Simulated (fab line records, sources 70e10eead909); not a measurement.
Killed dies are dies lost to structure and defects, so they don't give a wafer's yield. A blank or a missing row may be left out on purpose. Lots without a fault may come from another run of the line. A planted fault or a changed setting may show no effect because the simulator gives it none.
Chamber matching | flow nand_harc | NHARC_P_M2_ETCH_35 on rie_diel-01: 4 sister chambers
The step etches the open film in N2/H2, target depth 40 nm, overetch 12 nm, time 43.94 s. 4 wafers are shown with their chamber, then 7 later ones without.

WAFERS WITH THEIR CHAMBER
wafer  | chamber | showerhead_plenum_p_Torr (Torr)
L565.1 | 0       | 1.93
L565.5 | 2       | 2.02
L573.2 | 1       | 2.10
L573.3 | 3       | 2.13

WAFERS WITHOUT THEIR CHAMBER
wafer  | showerhead_plenum_p_Torr (Torr)
L573.6 | 1.93
L576.1 | 2.02
L576.3 | 2.13
L576.6 | 1.93
L579.2 | 2.09
L579.4 | 2.02
L579.5 | 1.93

WHICH CHAMBER EACH WENT THROUGH
wafer  | from the rows above | in truth
L573.6 | 0                   | 0
L576.1 | 2                   | 2
L576.3 | 3                   | 3
L576.6 | 0                   | 0
L579.2 | 1                   | 1
L579.4 | 2                   | 2
L579.5 | 0                   | 0
Placed correctly: 7 of 7. Can't be placed from these rows: 0. Placed wrongly: 0.
How it was worked out, from the rows above alone: a wafer's distance from a chamber is the root of the sum, over the readings, of the square of ((its reading less the chamber's mean) divided by the reading's scatter). The wafer belongs to the nearest chamber; if the next one is less than 2 further off, it can't be placed. A chamber's mean is the mean of its shown wafers. The scatter: with one shown wafer a chamber, the root of the mean of the squares of how far each hidden wafer lies from its nearest shown one.
